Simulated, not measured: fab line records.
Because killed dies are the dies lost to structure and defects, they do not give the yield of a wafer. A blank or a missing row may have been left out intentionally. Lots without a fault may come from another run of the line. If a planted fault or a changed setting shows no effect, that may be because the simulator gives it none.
Split-lot trial	flow n5_finfet	39 wafers read across 7 lots, on a route 1938 steps long

## ON THE SPLIT
At N5_DUMMY_GATE_ETCH_42 (etches SiO2 in CHF3/O2, target depth 3.5 nm, time 31 s), the setting bias_w was moved away from the recipe's 12 W on 15 of the 39 wafers read, by -18.8% to +17.5%. For the rest of the wafers, this setting stayed at what the recipe calls for.

The split's own step is where the reading is taken.

## THE READING
rf_vpp_V, in V, at N5_DUMMY_GATE_ETCH_42 (etches SiO2 in CHF3/O2, target depth 3.5 nm, time 31 s). Typical for fault-free wafers on this fab line: 42.5 V, with standard deviation 0.96 V.

wafer	tool, chamber at the split	bias_w as run, W	against the recipe	rf_vpp_V, V	against lot-mates on the recipe
L080.1	rie_diel-02, 1	12	recipe	40.7	-
L080.2	rie_diel-02, 0	12	recipe	41.9	-
L080.3	rie_diel-02, 2	13.64	+13.7%	46.3	+4.4
L080.4	rie_diel-02, 2	12	recipe	43.1	-
L080.5	rie_diel-02, 1	13.64	+13.7%	46.0	+4.1
L080.6	rie_diel-02, 0	13.64	+13.7%	46.1	+4.2
L084.1	rie_diel-03, 0	12	recipe	42.4	-
L084.2	rie_diel-03, 3	12	recipe	42.2	-
L084.3	rie_diel-03, 1	12	recipe	42.1	-
L084.4	rie_diel-03, 2	12	recipe	42.1	-
L084.5	rie_diel-03, 1	12	recipe	43.7	-
L084.6	rie_diel-03, 2	12	recipe	41.7	-
L086.1	rie_diel-03, 2	12	recipe	42.6	-
L086.2	rie_diel-03, 3	9.745	-18.8%	34.7	-8.1
L086.3	rie_diel-03, 0	12	recipe	42.4	-
L086.4	rie_diel-03, 1	9.745	-18.8%	36.6	-6.2
L086.5	rie_diel-03, 1	12	recipe	43.3	-
L086.6	rie_diel-03, 0	9.745	-18.8%	36.5	-6.3
L089.3	rie_diel-04, 2	12	recipe	42.9	-
L089.4	rie_diel-04, 0	12	recipe	42.5	-
L089.6	rie_diel-04, 3	12	recipe	41.3	-
L091.1	rie_diel-02, 1	12	recipe	42.6	-
L091.2	rie_diel-02, 3	11.35	-5.4%	39.8	-2.8
L091.3	rie_diel-02, 0	12	recipe	43.3	-
L091.4	rie_diel-02, 2	12	recipe	42.0	-
L091.5	rie_diel-02, 1	11.35	-5.4%	40.6	-2.0
L091.6	rie_diel-02, 0	11.35	-5.4%	40.2	-2.4
L092.1	rie_diel-02, 2	12	recipe	42.5	-
L092.2	rie_diel-02, 1	12	recipe	42.6	-
L092.3	rie_diel-02, 3	10.12	-15.7%	38.2	-4.2
L092.4	rie_diel-02, 0	10.12	-15.7%	38.2	-4.2
L092.5	rie_diel-02, 0	10.12	-15.7%	36.1	-6.3
L092.6	rie_diel-02, 1	12	recipe	42.0	-
L093.1	rie_diel-02, 2	12	recipe	41.9	-
L093.2	rie_diel-02, 0	14.1	+17.5%	46.9	+3.9
L093.3	rie_diel-02, 1	14.1	+17.5%	47.8	+4.8
L093.4	rie_diel-02, 3	12	recipe	43.9	-
L093.5	rie_diel-02, 0	12	recipe	43.1	-
L093.6	rie_diel-02, 1	14.1	+17.5%	46.2	+3.2

FIT RESULTS
A straight line over all 39 wafers: rf_vpp_V changes by +0.303 V for each +1% of bias_w; r = +0.96; the points scatter about the line by 0.79 V.
The same after taking each lot's own level away (the mean of its wafers on the recipe; 39 wafers): +0.306 V for each +1%; r = +0.96; scatter 0.83 V.
Per that fit: largest bias_w move, reading shift of 5.8 V.
The span of the lots' own levels, 41.90 to 42.97 V, comes to 1.1 times the standard deviation stated above.
Consequently the slope shifts little with the lot-to-lot level, the two slopes agreeing.
Check: -5.72 V against its lot-mates is what the line predicts for one of the wafers moved furthest among these (-18.8%) when that wafer is left out of the fit. Against them it came out at -8.07 V.
Tool readings at the split's step, against how far the setting was moved: rf_vpp_V r = +0.96.

## ADDITIONAL SPLITS CARRIED BY THESE WAFERS
These wafers also went through other splits before the reading. Each is held against what the fit with the lots' levels taken away leaves over:
other split on the same wafers	wafers away from the commonest value	r with rf_vpp_V (lot level and that fit taken away)
N5_FIN_SAQP_MANDREL_ETCH_22 target_depth_a	15	+0.08
N5_FIN_CUT_EXPOSE_05 dose_mj	12	+0.07

## FILE'S OWN FIT
rf_vpp_V changes by +0.308 V for each +1% of bias_w, r = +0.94.
